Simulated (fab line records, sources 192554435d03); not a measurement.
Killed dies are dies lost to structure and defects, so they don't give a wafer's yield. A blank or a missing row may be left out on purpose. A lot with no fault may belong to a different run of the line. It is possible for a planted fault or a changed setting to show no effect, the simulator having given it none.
Chamber matching / flow n5_finfet / rie_diel-02 running N5_BEOL_M1_ETCH_64: 4 sister chambers
The step etches SOC in N2/H2, target depth 75 nm, overetch 15 nm, time 112.5 s. 8 wafers are shown with their chamber, then 7 later ones without.

== WAFERS PAIRED WITH THEIR CHAMBERS ==
wafer=L081.3; chamber=0; showerhead_plenum_p_Torr (Torr)=2.40; oes_product_au (a.u.)=0.57
wafer=L082.1; chamber=3; showerhead_plenum_p_Torr (Torr)=2.61; oes_product_au (a.u.)=0.54
wafer=L082.6; chamber=3; showerhead_plenum_p_Torr (Torr)=2.61; oes_product_au (a.u.)=0.54
wafer=L085.6; chamber=2; showerhead_plenum_p_Torr (Torr)=2.46; oes_product_au (a.u.)=0.65
wafer=L087.1; chamber=0; showerhead_plenum_p_Torr (Torr)=2.40; oes_product_au (a.u.)=0.57
wafer=L087.5; chamber=1; showerhead_plenum_p_Torr (Torr)=2.48; oes_product_au (a.u.)=0.73
wafer=L089.1; chamber=1; showerhead_plenum_p_Torr (Torr)=2.48; oes_product_au (a.u.)=0.72
wafer=L089.3; chamber=2; showerhead_plenum_p_Torr (Torr)=2.45; oes_product_au (a.u.)=0.64

== WAFERS MISSING THEIR CHAMBER ==
wafer=L089.6; showerhead_plenum_p_Torr (Torr)=2.48; oes_product_au (a.u.)=0.72
wafer=L091.4; showerhead_plenum_p_Torr (Torr)=2.48; oes_product_au (a.u.)=0.70
wafer=L091.5; showerhead_plenum_p_Torr (Torr)=2.48; oes_product_au (a.u.)=0.70
wafer=L091.6; showerhead_plenum_p_Torr (Torr)=2.39; oes_product_au (a.u.)=0.56
wafer=L096.1; showerhead_plenum_p_Torr (Torr)=2.48; oes_product_au (a.u.)=0.70
wafer=L096.5; showerhead_plenum_p_Torr (Torr)=2.45; oes_product_au (a.u.)=0.63
wafer=L096.6; showerhead_plenum_p_Torr (Torr)=2.48; oes_product_au (a.u.)=0.70

== WHICH CHAMBER EACH ONE RAN IN ==
wafer=L089.6; from the rows above=1; in truth=1
wafer=L091.4; from the rows above=1; in truth=1
wafer=L091.5; from the rows above=1; in truth=1
wafer=L091.6; from the rows above=0; in truth=0
wafer=L096.1; from the rows above=1; in truth=1
wafer=L096.5; from the rows above=2; in truth=2
wafer=L096.6; from the rows above=1; in truth=1
Placed correctly: 7 of 7. Number that these rows cannot place: 0. Placed wrongly: 0.
How it was worked out, from the rows above alone: a wafer's distance from a chamber is the root of the sum, over the readings, of the square of ((its reading less the chamber's mean) divided by the reading's scatter). The wafer belongs to the nearest chamber; if the next one is less than 2 further off, it can't be placed. The mean given for a chamber averages the wafers shown for that chamber. How the scatter is found: for the shown wafers, subtract from each reading the mean of its chamber, square and add these, divide the total by (wafers less chambers), then take the root.
